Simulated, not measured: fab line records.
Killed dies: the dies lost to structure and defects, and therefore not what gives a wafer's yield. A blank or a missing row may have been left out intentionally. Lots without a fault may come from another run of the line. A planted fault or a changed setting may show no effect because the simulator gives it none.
A single fault, viewed from 2 desks :: flow n5Finfet :: every desk sees just its own numbers, and what lay behind them comes last

== AT THE METROLOGY DESK ==
Means of the sampled wafers that have a number, per lot and without regard to the tool the lot ran on: this is what the gauges read. A lot is out of limits, marked OUT, if its mean lies more than 4 standard deviations from the usual mean; the brackets give that distance. Only the readings that lie furthest out on some lot appear, 7 of the 10 it has.
Columns: A = DIBL_N at N5_BEOL_M4_RC_MEAS_101, usual 35.8 mV/V; B = DIBL_P at N5_BEOL_M4_RC_MEAS_101, usual 35.9 mV/V; C = IOFF_P at N5_BEOL_M4_RC_MEAS_101, usual 0.21 nA/um; D = ION_N at N5_BEOL_M4_RC_MEAS_101, usual 673 uA/um; E = ION_P at N5_BEOL_M4_RC_MEAS_101, usual 463 uA/um; F = VT_N at N5_BEOL_M4_RC_MEAS_101, usual 250 mV; G = VT_P at N5_BEOL_M4_RC_MEAS_101, usual -250 mV
lot: L326
first seen here: day 7 16:41
A: 37.6
B: 37.0
C: 0.26
D: 682
E: 476
F: 248
G: -244

lot: L330
first seen here: day 9 03:32
A: 37.5
B: 37.3
C: 0.27
D: 690
E: 474
F: 247
G: -244

lot: L331
first seen here: day 9 09:03
A: 36.8
B: 36.9
C: 0.22
D: 686
E: 470
F: 247
G: -249

lot: L334
first seen here: day 10 00:21
A: 37.8
B: 38.5
C: 0.24
D: 671
E: 460
F: 248
G: -248

lot: L335
first seen here: day 10 05:59
A: 36.5
B: 37.0
C: 0.22
D: 679
E: 465
F: 250
G: -247

lot: L340
first seen here: day 11 13:51
A: 37.2
B: 36.0
C: 0.20
D: 677
E: 463
F: 248
G: -251

lot: L343
first seen here: day 12 12:35
A: 34.0
B: 34.7
C: 0.20
D: 668
E: 460
F: 252
G: -250

lot: L348
first seen here: day 13 16:53
A: 36.4
B: 36.3
C: 0.22
D: 672
E: 464
F: 250
G: -248

lot: L347
first seen here: day 14 09:05
A: 36.1
B: 35.6
C: 0.20
D: 667
E: 457
F: 254
G: -249
Result from this desk: across the 9 lots, nothing is out of limits.

== AT THE TOOL OWNER'S DESK: rieDiel-01 ==
The tool's own readings at N5_FIN_SAQP_HM_OPEN_73 (chemistry CHF3/O2, target SiO2, stops on a-Si, target depth 12 nm, time 16.8 s): means of the sampled wafers that have a number, for each lot that ran on this tool. A lot is out of limits, marked OUT, if its mean lies more than 4 standard deviations from the usual mean; the brackets give that distance.
Columns: A = drypumpMotorCurrentA at N5_FIN_SAQP_HM_OPEN_73, usual 5.8 A; B = oesProductAu at N5_FIN_SAQP_HM_OPEN_73, usual 0.48 a.u.; C = rfFwdPowerW at N5_FIN_SAQP_HM_OPEN_73, usual 644.9 W; D = rfVppV at N5_FIN_SAQP_HM_OPEN_73, usual 524 V; E = showerheadPlenumPTorr at N5_FIN_SAQP_HM_OPEN_73, usual 2.43 Torr; F = throttleValvePct at N5_FIN_SAQP_HM_OPEN_73, usual 18.76 %
lot: L330
first seen here: day 3 05:36
A: 6.3
B: 0.46
C: 646.5
D: 514
E: 2.38
F: 18.71

lot: L331
first seen here: day 3 12:44
A: 6.1
B: 0.46
C: 643.3
D: 518
E: 2.39
F: 18.71

lot: L334
first seen here: day 4 03:59
A: 5.4
B: 0.45
C: 642.8
D: 520
E: 2.39
F: 18.62

lot: L335
first seen here: day 4 10:10
A: 6.0
B: 0.43
C: 645.4
D: 515
E: 2.37
F: 18.70
Result from this desk: across the 4 lots, nothing is out of limits.

== ALL TOGETHER ==
Metrology desk: nothing out of limits seen.
The tool owner's desk saw nothing out of limits.

== WHAT THE SIMULATOR HAD INSERTED ==
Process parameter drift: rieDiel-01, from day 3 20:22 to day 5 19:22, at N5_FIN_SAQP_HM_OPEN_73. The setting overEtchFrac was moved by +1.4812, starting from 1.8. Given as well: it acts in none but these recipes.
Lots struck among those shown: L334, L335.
